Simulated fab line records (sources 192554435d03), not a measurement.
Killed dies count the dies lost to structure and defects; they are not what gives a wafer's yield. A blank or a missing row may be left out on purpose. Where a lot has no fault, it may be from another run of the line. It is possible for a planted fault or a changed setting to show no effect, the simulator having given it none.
fab line records ; flow n5Finfet
record lots=4; wafers=10; lastDay=17
route steps=1938 shown MOL_CONTACT_COAG@623 BEOL_M0_SAQP@632 BEOL_M0@715 BEOL_M4@1111 PASSIVATION@1936
lots with no fault: from the same line, run without faults
startH: start of the lot's first displayed wafer, in hours after the record's first day ; waitH: hours since the lot's step before ; " same as the row above ; L1.1+2: a single row standing in for several wafers ; - either no value or no given start ; * or withheld: withheld ; < > ~ a bound
route shown NAME@n: names a module that has steps shown in the file, with the first one's number in the route ; usual: average and standard deviation across the fault-free wafers ; same: alike in all rows ; chamber/n: place in a boat ; sites: the reading at each site ; _std_site: the standard deviation of these ; _edge_site: mean of outer sites minus mean of inner sites ; radiusMm: how far each site lies from the wafer's centre ; mask NAME#n: copy n ; behind: the tool/chamber that last shaped the wafer ; hold: what put the lot on hold/how long, in hours/how the hold closed ; device: the transistor (n, p or np) that didn't switch ; end of line: the same wafers' tests at the end of the route ; where a step has no rows: the recipe by itself ; killed: at the first sort, the dies lost to defects and structure; wafer yield is something else ; map: shows each die of a wafer: x if killed, . if not, _ if none is there
set.NAME: the run value of the setting; set.NAME@STEP: its run value at that earlier step ; model.NAME: the simulator's own value behind a step, which no gauge read
a table for each step, a row for each wafer; lots at some steps of the route
services: when a tool's chamber went out of use (startH, in hours from the record's first day, below 0 if earlier), for how many hours, and the reason
## steps
# step N5_MOL_CONTACT_COAG_PRE_CLEAN_121
# recipe gas=H2/He; timeS=*; tempC=withheld
# step N5_MOL_CONTACT_COAG_CVD_140
# recipe material=W; targetThkA=665; mode=selectiveFill; tempC=300; timeS=215
# step N5_MOL_CONTACT_COAG_PRECLEAN_127
# recipe chemistry=DIW; timeS=57.5; tempC=23
# step N5_MOL_CONTACT_COAG_SRD_128
# recipe dryTimeS=32; dry=n2Spin; spinRpm=1500
# step N5_MOL_CONTACT_COAG_CMP_52
# recipe stopOn=SiO2; tOverpolishS=1.5; postCmpClean=wDiluteNh4oh; downForcePsi=4; platenRpm=50.289; padVelocityMS=1.0006; targetThkNm=66.5
# step N5_MOL_CONTACT_COAG_ANNEAL_112
# recipe tempC=400; timeS=1800; ambient=HPD2; pressureAtm=10
# step N5_BEOL_M0_SAQP_PECVD_00
# recipe material=SiCN; targetThkA=80; tempC=withheld; precursor=3MS/NH3; pressureTorr=3; rfW=202; timeS=14
# step N5_BEOL_M0_SAQP_ILD_DEP_01
# recipe material=SiOC; targetThkA=454.19; tempC=350; precursor=DEMS/O2; pressureTorr=5; rfW=500; timeS=8.7
# step N5_BEOL_M0_SAQP_HM_DEP_02
# recipe material=TiN; targetThkA=120; tempC=25; chamberPressurePa=0.49996
# step N5_BEOL_M0_SAQP_PECVD_03
# recipe material=SiCN; targetThkA=120; tempC=withheld; precursor=3MS/NH3; pressureTorr=3; rfW=202; timeS=21.1
# usual runLengthS=51.1/0.61; showerheadPlenumPTorr=3.667/0.017; throttleValvePct=9.1/0.58
lot.wafer;tool;chamber;startH;waitH;runLengthS;showerheadPlenumPTorr;throttleValvePct;model.SiCN_of_BEOL_M0_SAQP_PECVD_03.thkNm
L239.1;pecvd-01;0;132.60;0.1;52.4;3.651;8.9;12
L239.2;pecvd-01;1;132.60;0.1;50.8;3.661;8.2;12
L239.3;pecvd-01;2;132.60;0.1;51.4;3.661;8.7;11.8
L241.2;pecvd-01;1;145.89;0.1;44.3;3.667;8.2;7.8
L241.3;pecvd-01;1;145.89;0.1;43.6;3.667;8.3;8
L241.5;pecvd-01;2;145.89;0.1;51.4;3.661;8.8;12.2
L244.2;pecvd-01;1;155.94;0.1;43.9;3.661;7.7;8
L245.1;pecvd-04;0;159.21;0.1;50.6;3.644;9.2;11.8
L245.4;pecvd-04;1;159.21;0.1;50.7;3.677;10.2;12.2
L245.5;pecvd-04;0;159.21;0.1;50.1;3.652;9.2;12.2
# step N5_BEOL_M0_SAQP_PECVD_96
# recipe material=a-Si; targetThkA=450; tempC=350; precursor=SiH4/He; pressureTorr=3; rfW=100; timeS=45.2
# step N5_BEOL_M0_SAQP_PECVD_97
# recipe material=SiNx; targetThkA=230; tempC=350; precursor=SiH4/NH3/N2; pressureTorr=1.5; rfW=300; timeS=19.9
# step N5_BEOL_M0_SAQP_PECVD_04
# recipe material=a-Si; targetThkA=600; tempC=350; precursor=SiH4/He; pressureTorr=3; rfW=100; timeS=60.2
# step N5_BEOL_M0_SAQP_HM_DEP_111
# recipe material=SiO2; targetThkA=120; tempC=400; precursor=SiH4/N2O; pressureTorr=0.75; rfW=275; timeS=7.2
# step N5_BEOL_M0_SAQP_COAT_81
# recipe resist=SOC; tempC=250; timeS=60; spinRpm=1500; resistThkNm=100
# step N5_BEOL_M0_SAQP_COAT_82
# recipe resist=SiARC; tempC=220; timeS=60; spinRpm=1500; resistThkNm=30
# step N5_BEOL_M0_SAQP_COAT_08
# recipe resist=CAR-ArF; spinRpm=1500; resistThkNm=90
# step N5_BEOL_M0_SAQP_EBR_10
# recipe solvent=PGMEA; ebrWidthMm=1.5
# step N5_BEOL_M0_SAQP_SOFTBAKE_09
# recipe tempC=110; timeS=60; resist=CAR-ArF
# step N5_BEOL_M0_SAQP_EXPOSE_11
# recipe maskId=M0_CORE; na=1.35; sourceShape=dipole; sigmaInner=0.538; sigmaOuter=0.738; polarization=te; targetCdNm=42; doseMj=55
# step N5_BEOL_M0_SAQP_PEB_12
# recipe pebTempC=withheld; pebTimeS=60; resist=CAR-ArF
# step N5_BEOL_M0_SAQP_DEVELOP_13
# recipe developTimeS=30; developer=TMAH; resist=CAR-ArF; devTempC=23; rinseLiquid=diw; dry=airSpin
# step N5_BEOL_M0_SAQP_DESCUM_19
# recipe chemistry=O2; timeS=7.9; sourcePowerW=50; biasPowerW=20; pressureMtorr=20; rfFrequencyHz=2.712e+07; tempC=40; resist=CAR-ArF; o2FlowSccm=225
# step N5_BEOL_M0_SAQP_ETCH_83
# recipe chemistry=CF4; target=SiARC; targetDepthA=390; maskMaterial=CAR-ArF; timeS=65; ionEnergyEv=80; pressureMtorr=40; sourceW=545; biasW=36; Ar_flow_sccm=100; cf4FlowSccm=100; ends=cleared
# step N5_BEOL_M0_SAQP_ETCH_84
# recipe chemistry=N2/H2; target=SOC; targetDepthA=1000; overetchA=200; maskMaterial=SiARC; tempC=40; timeS=150; ionEnergyEv=200; pressureMtorr=30; sourceW=840; biasW=150; n2FlowSccm=200; h2FlowSccm=200
# step N5_BEOL_M0_SAQP_STRIP_80
# recipe chemistry=N2/H2; tempC=40; n2FlowSccm=200; h2FlowSccm=200; rfFrequencyHz=6e+07
# step N5_BEOL_M0_SAQP_HM_OPEN_112
# recipe chemistry=CHF3/O2; target=SiO2; stopOn=a-Si; targetDepthA=120; overEtchFrac=1.25; maskMaterial=SOC; timeS=13.5; pressureMtorr=30; sourceW=650; biasW=170; Ar_flow_sccm=200; CHF3_flow_sccm=50; O2_flow_sccm=5; ionEnergyEv=200; ends=endPoint
# step N5_BEOL_M0_SAQP_STRIP_113
# recipe chemistry=CHF3/O2; resist=SiARC; rfFrequencyHz=6e+07
# step N5_BEOL_M0_SAQP_MANDREL_ETCH_20
# recipe targetDepthA=600; chemistry=HBr/Cl2; target=a-Si; stopOn=SiNx; btTimeS=10; maskMaterial=SOC; overEtchFrac=0.5; timeS=30; pressureMtorr=10; icpW=800; biasW=75; HBr_flow_sccm=150; Cl2_flow_sccm=80; ends=endPoint
# step N5_BEOL_M0_SAQP_STRIP_86
# recipe chemistry=N2/H2; powerW=500; tempC=40; pressureMtorr=50; rfFrequencyHz=6e+07; overashFraction=0.3; biasPowerW=28; h2Frac=0.5; n2FlowSccm=300; h2FlowSccm=300
# step N5_BEOL_M0_SAQP_STRIP_115
# recipe chemistry=postEtchResidueRemover; timeS=60; tempC=25; removerPh=withheld; removerWaterWtPct=withheld; removerFluorideWtPct=withheld
# step N5_BEOL_M0_SAQP_SRD_93
# recipe dry=ipaMarangoni; timeS=30; tempC=23; rinseLiquid=diw
# step N5_BEOL_M0_SAQP_RECESS_114
# recipe chemistry=HF/NH3; target=SiO2; targetDepthA=144; afsCycles=3; tempC=30; sublimationTempC=180; sublimationTimeS=60
# step N5_BEOL_M0_SAQP_SPACER1_ALD_98
# recipe material=SiO2; targetThkA=128; tempC=300; aldPrecursorFamily=BDEAS; aldCoReactant=O2-plasma; pulseTimeS=1; purgeTimeS=2; coReactantPurgeTimeS=2; aldCycles=138; pressureTorr=2
# step N5_BEOL_M0_SAQP_SPACER1_ETCHBACK_99
# recipe chemistry=CHF3/O2; mode=anisotropicEtchback; target=SiO2; targetDepthA=154; timeS=7.7; pressureMtorr=30; sourceW=650; biasW=170; Ar_flow_sccm=200; CHF3_flow_sccm=50; O2_flow_sccm=5; ionEnergyEv=200
# step N5_BEOL_M0_SAQP_RECESS_109
# recipe chemistry=HF/NH3; target=SiO2; targetDepthA=30; afsCycles=1; tempC=30; sublimationTempC=180; sublimationTimeS=60
# usual drypumpMotorCurrentA=5.6/0.4; sublimationTempC=180.02/0.15
# same sublimationTimeS=60
lot.wafer;tool;chamber;startH;waitH;drypumpMotorCurrentA;sublimationTempC;model.SiCN_of_BEOL_M0_SAQP_PECVD_03.thkNm
L239.1;vaporEtch-01;1;136.94;0.0;5.2;180.05;8.4
L239.2;vaporEtch-01;0;136.94;0.0;5.3;180.08;8.6
L239.3;vaporEtch-01;1;136.94;0.0;5.2;179.97;8.2
L241.2;vaporEtch-02;0;149.34;0.0;5.6;180.04;4.4
L241.3;vaporEtch-02;0;149.34;0.0;5.6;180.06;4.4
L241.5;vaporEtch-02;0;149.34;0.0;5.5;180.10;8.6
L244.2;vaporEtch-01;0;159.39;0.0;5.3;179.69;4.4
L245.1;vaporEtch-01;1;162.82;0.0;5.2;180.14;8.2
L245.4;vaporEtch-01;1;162.82;0.0;5.2;179.73;8.8
L245.5;vaporEtch-01;1;162.82;0.0;5.2;180.19;8.6
# step N5_BEOL_M0_ETCH_138
# recipe chemistry=CH3F/O2; targetDepthA=120; target=SiCN; timeS=31.6; ionEnergyEv=120; pressureMtorr=30; sourceW=395; biasW=75; Ar_flow_sccm=150; CH3F_flow_sccm=30; O2_flow_sccm=20; ends=cleared
# usual drypumpMotorCurrentA=5.8/0.48; etchRfOnTimeS=29.2/0.79; oesProductAu=0.69/0.07; rfVppV=297.2/1.6; showerheadPlenumPTorr=2.00/0.071; throttleValvePct=16.31/0.24
lot.wafer;tool;chamber;startH;waitH;drypumpMotorCurrentA;etchRfOnTimeS;oesProductAu;rfHoursCounterH;rfVppV;showerheadPlenumPTorr;throttleValvePct;model.etch.depthNm
L239.1;rieDiel-05;2;142.07;0.0;5.7;28.3;0.66;178;300.2;2.07;16.40;8.445
L239.2;rieDiel-05;0;142.07;0.0;5.4;29.4;0.74;43;298.4;2.05;16.23;8.508
L239.3;rieDiel-05;1;142.07;0.0;6.2;28.0;0.83;4;297.0;1.97;16.09;8.275
L241.2;rieDiel-01;0;152.70;0.0;6.2;32.0;0.66;135;295.7;1.92;16.41;9.231
L241.3;rieDiel-01;3;152.70;0.0;5.1;31.9;0.65;155;295.1;1.83;16.10;9.231
L241.5;rieDiel-01;3;152.70;0.0;5.1;29.6;0.65;-;293.5;1.83;16.12;8.674
L244.2;rieDiel-01;0;162.85;0.0;6.3;32.1;0.65;138;295.8;1.92;16.42;9.231
L245.1;rieDiel-01;1;166.22;0.0;6.5;27.4;0.73;46;295.8;1.95;15.90;8.278
L245.4;rieDiel-01;2;166.22;0.0;5.4;30.0;0.61;201;299.0;2.07;16.45;8.739
L245.5;rieDiel-01;3;166.22;0.0;5.1;29.5;0.65;-;293.8;1.83;16.11;8.59
# step N5_BEOL_M0_ETCH_128
# recipe chemistry=CF4/N2; targetDepthA=120; overetchA=51; target=SiCN; timeS=21.4; ionEnergyEv=150; pressureMtorr=40; sourceW=430; biasW=70; Ar_flow_sccm=100; cf4FlowSccm=60; n2FlowSccm=60
# usual drypumpMotorCurrentA=5.9/0.48; oesProductAu=0.55/0.051; rfVppV=382.1/1.9; showerheadPlenumPTorr=2.20/0.076; throttleValvePct=15.41/0.23
lot.wafer;tool;chamber;startH;waitH;drypumpMotorCurrentA;oesProductAu;rfHoursCounterH;rfVppV;showerheadPlenumPTorr;throttleValvePct;model.etch.depthNm
L239.1;rieDiel-01;1;142.61;0.0;6.4;0.58;38;382.4;2.17;15.08;8.445
L239.2;rieDiel-01;2;142.61;0.0;5.4;0.49;192;385.0;2.28;15.56;8.508
L239.3;rieDiel-01;3;142.61;0.0;5.1;0.52;151;377.6;2.02;15.23;8.275
L241.2;rieDiel-03;1;155.01;0.2;6.4;0.71;35;383.2;2.25;15.17;12
L241.3;rieDiel-03;2;155.01;0.2;6.7;0.69;51;382.2;2.25;15.54;12
L241.5;rieDiel-03;3;155.01;0.2;5.6;0.49;-;384.5;2.27;15.96;8.674
L244.2;rieDiel-05;1;163.66;0.4;6.2;0.76;13;382.2;2.17;15.21;12
L245.1;rieDiel-01;1;169.20;0.5;6.4;0.56;47;383.2;2.17;15.07;8.278
L245.4;rieDiel-01;0;169.20;0.5;6.3;0.54;141;380.9;2.12;15.52;8.739
L245.5;rieDiel-01;0;169.20;0.5;6.2;0.54;-;380.6;2.12;15.53;8.59
# step N5_BEOL_M4_RC_MEAS_101
# usual DIBL_N=36.0/1.7; DIBL_P=36.2/1.9; IOFF_N=0.154/0.028; IOFF_P=0.21/0.036; ION_N=675/11; ION_P=463/8.3; SS_N=71.4/0.63; SS_P=73.2/0.55; VT_N=250.2/3; VT_P=-251/3.7
lot.wafer;tool;chamber;startH;waitH;DIBL_N[mV/V];DIBL_P[mV/V];IOFF_N[nA/um];IOFF_P[nA/um];ION_N[uA/um];ION_P[uA/um];SS_N[mV/dec];SS_P[mV/dec];VT_N[mV];VT_P[mV]
L239.1;prober-02;0;243.98;0.0;35.0;34.9;0.137;0.19;668;458;70.6;73.7;249.0;-252
L239.2;prober-02;0;243.98;0.0;37.1;36.2;0.167;0.22;678;463;71.9;73.6;248.0;-249
L239.3;prober-02;0;243.98;0.0;36.0;34.9;0.140;0.19;665;451;70.7;72.7;251.1;-251
L241.2;prober-01;0;262.72;0.2;37.4;38.6;0.169;0.20;681;462;71.7;73.6;249.5;-254
L241.3;prober-01;0;262.72;0.2;35.7;37.4;0.144;0.18;686;467;71.2;72.8;250.5;-254
L241.5;prober-01;0;262.72;0.2;35.9;36.7;0.131;0.16;654;444;71.7;73.5;252.7;-255
L244.2;prober-01;0;276.47;0.2;35.3;37.1;0.151;0.21;679;471;70.7;73.5;249.1;-248
L245.1;prober-02;0;281.91;0.0;36.8;34.9;0.152;0.18;660;448;71.8;73.0;253.4;-254
L245.4;prober-02;0;281.91;0.0;34.3;33.4;0.118;0.17;666;458;71.0;73.1;252.1;-253
L245.5;prober-02;0;281.91;0.0;35.0;34.5;0.134;0.18;670;461;71.5;72.9;247.7;-250
# step N5_PASSIVATION_PROBE_49
# usual defectLimitedYield=90.9/1.4; killed_at_M0_to_M3=38/11; killed_at_M4_up=13/5.9; killedAtContacts=14/6.4; killedAtFrontEnd=38/11; killedAtOther=3.3/2.5; killedDies=107/16; killedOpen=70/12; killedShort=35/7.7; sort_bin_5_function=5.3/0.94; sort_bin_6_memory=3.5/0.7; sortNPass=1073/16; sortYieldPct=90.9/1.4
# same grossDies=1180; killedAtBackSide=0; sort_bin_4_leakage[%]=0; sort_bin_8_speed[%]=0
lot.wafer;tool;chamber;startH;waitH;defectLimitedYield[%];killed_at_M0_to_M3;killed_at_M4_up;killedAtContacts;killedAtFrontEnd;killedAtOther;killedDies;killedOpen;killedShort;sort_bin_5_function[%];sort_bin_6_memory[%];sortNPass;sortYieldPct[%]
L239.1;prober-01;-;349.66;0.0;90.6;25;11;16;56;3;111;66;43;5.7;3.3;1069;90.6
L239.2;prober-01;-;349.71;0.1;90.4;24;7;25;53;4;113;75;35;5.7;3.6;1067;90.4
L239.3;prober-01;-;349.76;0.1;90.6;26;9;16;60;0;111;69;41;4.7;4.4;1069;90.6
# killed by level:class
L239.1 FIN_SAQP:geometricParticle:open=15 FIN_SAQP:geometricParticle:short=14 MOL_CONTACT_COAG:geometricParticle:open=12 BEOL_M3:geometricParticle:open=7 GATE_CUT:geometricParticle:short=7 BEOL_M4:geometricParticle:open=6 GATE_CUT:geometricParticle:open=6 MOL_CONTACT_COAG:geometricParticle:short=4
L239.2 MOL_CONTACT_COAG:geometricParticle:open=20 FIN_SAQP:geometricParticle:open=17 BEOL_M0_SAQP:geometricParticle:open=10 FIN_SAQP:geometricParticle:short=9 BEOL_M0_SAQP:geometricParticle:short=8 STI_FIN_REVEAL:geometricParticle:open=6 GATE_CUT:geometricParticle:short=5 MOL_CONTACT_COAG:geometricParticle:short=5
L239.3 FIN_SAQP:geometricParticle:short=19 MOL_CONTACT_COAG:geometricParticle:open=13 FIN_SAQP:geometricParticle:open=12 STI_FIN_REVEAL:geometricParticle:open=9 BEOL_M0_SAQP:geometricParticle:short=7 BEOL_M3:geometricParticle:open=7 BEOL_M4:geometricParticle:open=6 DUMMY_GATE:geometricParticle:open=5
## services
tool;chamber;startH;hours;kind
rieDiel-05;1;116.46;-;clean
rieDiel-05;1;116.46;-;consumableReplace:focusRing
vaporEtch-02;-;118.34;0.1;repair
rieDiel-05;3;119.45;6.4;repair
pecvd-01;0;124.00;5.5;scheduledDown
rieDiel-05;3;134.83;-;clean
rieDiel-05;3;134.83;-;consumableReplace:focusRing
rieDiel-05;3;134.83;29.9;scheduledDown
rieDiel-05;3;134.83;29.9;ventCycle
pecvd-01;0;139.76;7.1;repair
rieDiel-03;2;157.49;2.7;repair
## key
firstSign step=N5_BEOL_M0_SAQP_PECVD_03; reading=runLengthS; direction=down; sigmas=12; usual=*; struck=*
effect step=N5_BEOL_M0_ETCH_138; reading=etchRfOnTimeS; direction=up; sigmas=3.6; usual=*; struck=*
effect step=N5_BEOL_M0_ETCH_128; reading=oesProductAu; direction=up; sigmas=3.3; usual=0.55; struck=0.72
modelEffect step=N5_BEOL_M0_SAQP_PECVD_03; value=SiCN_of_BEOL_M0_SAQP_PECVD_03.thkNm; without=11.93; struck=7.933
modelEffect step=N5_BEOL_M0_SAQP_RECESS_109; value=SiCN_of_BEOL_M0_SAQP_PECVD_03.thkNm; without=8.4; struck=4.4
modelEffect step=N5_BEOL_M0_ETCH_138; value=etch.depthNm; without=8.405; struck=9.231
modelEffect step=N5_BEOL_M0_ETCH_128; value=etch.depthNm; without=8.405; struck=12
metAt N5_BEOL_M0_SAQP_PECVD_03
struckWafers L241.2,L241.3,L244.2
rowsEnd L244.2
onsetBetween 132.60 145.89
fault kind=processParameterDrift; tool=pecvd-01; chamber=1; onsetH=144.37; steps=N5_BEOL_M0_SAQP_PECVD_03; channel=timeS; offset=*; shape=step; actsIn=*; stated=*
# rowsEnd: these wafers met a further fault down the route, and their rows from its step on are left out
